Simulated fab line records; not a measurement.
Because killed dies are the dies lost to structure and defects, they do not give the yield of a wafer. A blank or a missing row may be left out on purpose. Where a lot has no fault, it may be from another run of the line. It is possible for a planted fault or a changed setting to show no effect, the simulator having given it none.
Problem report, 8D (eight disciplines) form, completed by code	flow n5_finfet	the parts of the form that need people (team, actions taken, sign-off) are left out

1. THE PROBLEM
thk_nm at N5_SD_EPI_N_EPI_MEAS_23 reads a mean of 67.5 nm on 3 wafers of 3 lots; wafers without a fault read 58.8 nm with a standard deviation of 1.2. That puts it +7.2 standard deviations away from the usual mean.
Earliest sighting: wafer L392.3 on film_metro-01 at day 6 11:58. The record holds 13 wafers of 5 lots with a number at this step. Rule for "out", or "out of limits": more than 4 standard deviations from the usual mean. The other wafers with a number count as sound.

2. WHAT IT IS, AND WHAT IT ISN'T
question	is	is not
which readings at this step	thk_nm	-
which lots	L392, L394, L397	L387, L391
which wafers of those lots	L392.3, L394.3, L397.1	L392.4, L394.4, L394.5, L397.4
read on which gauges	film_metro-01	film_metro-02
when	from day 6 11:58	up to then (7 sound wafers); but 3 sound wafers of L394, L397 came after

3. WHAT RULES OUT EACH SUSPECT
Counting: a tool at a process step up to the reading stays a suspect if it ran every lot that is out. Sound lots after the first of them don't rule it out here, since some wafers of a struck lot are sound.
- the gauge at N5_SD_EPI_N_EPI_MEAS_23 has been ruled out. All the wafers that are out were read on film_metro-01, but those of them that N5_BEOL_M4_RC_MEAS_101 has rows for are out there too, on other tools.
- epi_rpcvd-02 at N5_SD_EPI_N_EPI_21 (deposits Si:P, time 690 s): kept. It processed each lot that is out (first: L392, day 6 10:49); up to then, its last sound lot is L387 (day 5 03:16).
Left after counting: epi_rpcvd-02 at N5_SD_EPI_N_EPI_21.

4. THE CAUSE (what the simulator had put in)
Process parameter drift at N5_SD_EPI_N_EPI_21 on epi_rpcvd-02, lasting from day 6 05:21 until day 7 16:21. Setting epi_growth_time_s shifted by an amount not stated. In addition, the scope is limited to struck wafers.
After counting, this tool was the only one left.

5. THE CHAIN OF EFFECTS, in route order
Each row: a reading where the mean over the struck wafers with a number is more than 3 standard deviations away from the usual. Only readings for which the record gives a usual standard deviation are gone through. hours: the time from each lot's start at the first step in this table that gives one to its start at this step, as a median over the lots. sigmas: the change in usual standard deviations.
hours	step	reading	usual	on struck wafers	change	sigmas
0	N5_SD_EPI_N_EPI_MEAS_23	thk_nm	58.8 nm	67.5	+8.7	+7.2
5	N5_SD_ACTIVATION_RS_MEAS_03	RS_SD_N	21.95 ohm/sq	19.23	-2.72	-9.7
120	N5_BEOL_M4_RC_MEAS_101	RS_SD_N	28.5 ohm/sq	24.8	-3.7	-9.9

6. WHAT WOULD HAVE CAUGHT IT SOONER
The first out-of-limits reading at a measuring or inspecting step in this record came at day 6 11:58, 7 hours after the fault's start at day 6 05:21.
L394, L397, from the lots that are out (3), started N5_SD_EPI_N_EPI_21 on epi_rpcvd-02 later than day 6 11:58. A hold on the tool at that time would have spared those 2.
